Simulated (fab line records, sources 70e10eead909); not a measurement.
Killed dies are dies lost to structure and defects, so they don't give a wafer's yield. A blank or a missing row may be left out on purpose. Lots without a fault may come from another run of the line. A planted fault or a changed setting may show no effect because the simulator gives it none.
A struck lot beside a sound one | flow nand_harc | 13 steps out of a route of 1159
Sound: wafers L861.4, L861.5, L861.6. Struck: wafer L880.1. (L880.4, L880.5 of the same lot were not struck and are left out.) The cause comes at the end.
At each step with rows: each side's tool, then ch and its chambers, then its first start. Under that, the readings that differ: sound wafers | struck wafers | difference of the means | sigmas: that difference in standard deviations of wafers without a fault.
alike: readings whose means differ by less than 2 such deviations, and words and numbers that are the same on both sides. not compared: withheld readings, readings that some wafer has no value for, bounds like >300 that may hide the same value, and numbers for which the record gives no deviation and whose values overlap.
The two part at a step that has a row with sigmas, a row that says differs or no value, or rows on one side only. Numbers that don't overlap but have no deviation are shown without sigmas and don't part them. A reading that every wafer of one side lacks parts them only if that side has two wafers or more.

first, 1 step without rows for these wafers: NHARC_A_SLIT_SRD_20.
NHARC_A_SLIT_CD_MEAS_21:
  sound on cd_sem-01, day 14 18:52; struck on cd_sem-02, day 18 20:23
  alike: cd_nm
then, 3 steps without rows for these wafers: NHARC_A_SIN_REMOVE_WET_00 (chemistry H3PO4, time 15300 s); NHARC_A_SIN_REMOVE_PRECLEAN_01 (cleans in SC1); NHARC_A_SIN_REMOVE_SRD_02.
NHARC_A_SIN_REMOVE_INSPECT_04:
  sound on defect_inspect-02, day 15 02:23; struck on defect_inspect-02, day 19 04:08
  alike: raw_defect_count
NHARC_A_WL_FILL_ALD_00: deposits Al2O3, target thk 3 nm, pulse time 3 s, ald cycles 30.
  sound on ald_hk-04 ch 0,1, day 15 02:30; struck on ald_hk-04 ch 2, day 19 04:32
  alike: heater_power_w, precursor_pulse_height_rel
NHARC_A_WL_FILL_RTA_01: time 5 s.
  sound on rtp_anneal-01 ch 0, day 15 02:58; struck on rtp_anneal-01 ch 0, day 19 04:47
  reading           | sound                | struck | difference | sigmas
  anneal_temp_c_max | 1003.3 1003.2 1003.0 | 1004.9 | +1.7       | +2
  alike: lamp_power_pct, lamp_zone_2_pct, wafer_temp_C_max
NHARC_A_WL_FILL_ALD_02: deposits TiN, target thk 2 nm, pulse time 3 s, ald cycles 100.
  sound on ald_metal-01 ch 0,1,3, day 15 03:10; struck on ald_metal-02 ch 0, day 19 05:04
  alike: heater_power_w, precursor_pulse_height_rel
NHARC_A_WL_FILL_CVD_03: deposits W, target thk 40 nm, time 3302 s.
  sound on cvd_w-01 ch 0,1, day 15 07:57; struck on cvd_w-02 ch 0, day 19 10:38
  alike: heater_power_w, throttle_valve_pct
NHARC_A_WL_FILL_ETCHBACK_04: etches the open film in NF3, target depth 60 nm, time 120 s.
  sound on rie_metal-03 ch 0,1, day 15 09:58; struck on rie_metal-02 ch 0, day 19 13:56
  reading                | sound             | struck | difference                   | sigmas
  rf_hours_counter_h (h) | - - -             | 1.6    | no value on the sound wafers |
  run_length_s (s)       | 141.3 141.7 141.3 | 98.6   | -42.8                        | -99 or more
  alike: drypump_motor_current_A, oes_product_au
NHARC_A_WL_FILL_ETCHBACK_05: etches the open film in Cl2/BCl3, target depth 22 nm, time 60 s.
  sound on rie_metal-03 ch 0,1, day 15 10:08; struck on rie_metal-02 ch 1, day 19 14:10
  reading                     | sound       | struck | difference                   | sigmas
  drypump_motor_current_A (A) | 6.0 5.6 6.0 | 4.9    | -1.0                         | -2
  rf_hours_counter_h (h)      | - - -       | 1.8    | no value on the sound wafers |
  alike: oes_product_au, run_length_s
-- the record jumps here: 5 days lie between the struck wafers' starts before and after (it left off in module A_WL_FILL and takes up again in module END, whose first step shown is number 1159 of the route) --
NHARC_END_SORT_01:
  the record has rows for the struck wafers here (prober-01 ch 0, day 24 07:29) and none for the sound ones

WHERE THEY PART
First at NHARC_A_WL_FILL_RTA_01; last, within this record, at NHARC_END_SORT_01.

WHY: what the simulator had put in
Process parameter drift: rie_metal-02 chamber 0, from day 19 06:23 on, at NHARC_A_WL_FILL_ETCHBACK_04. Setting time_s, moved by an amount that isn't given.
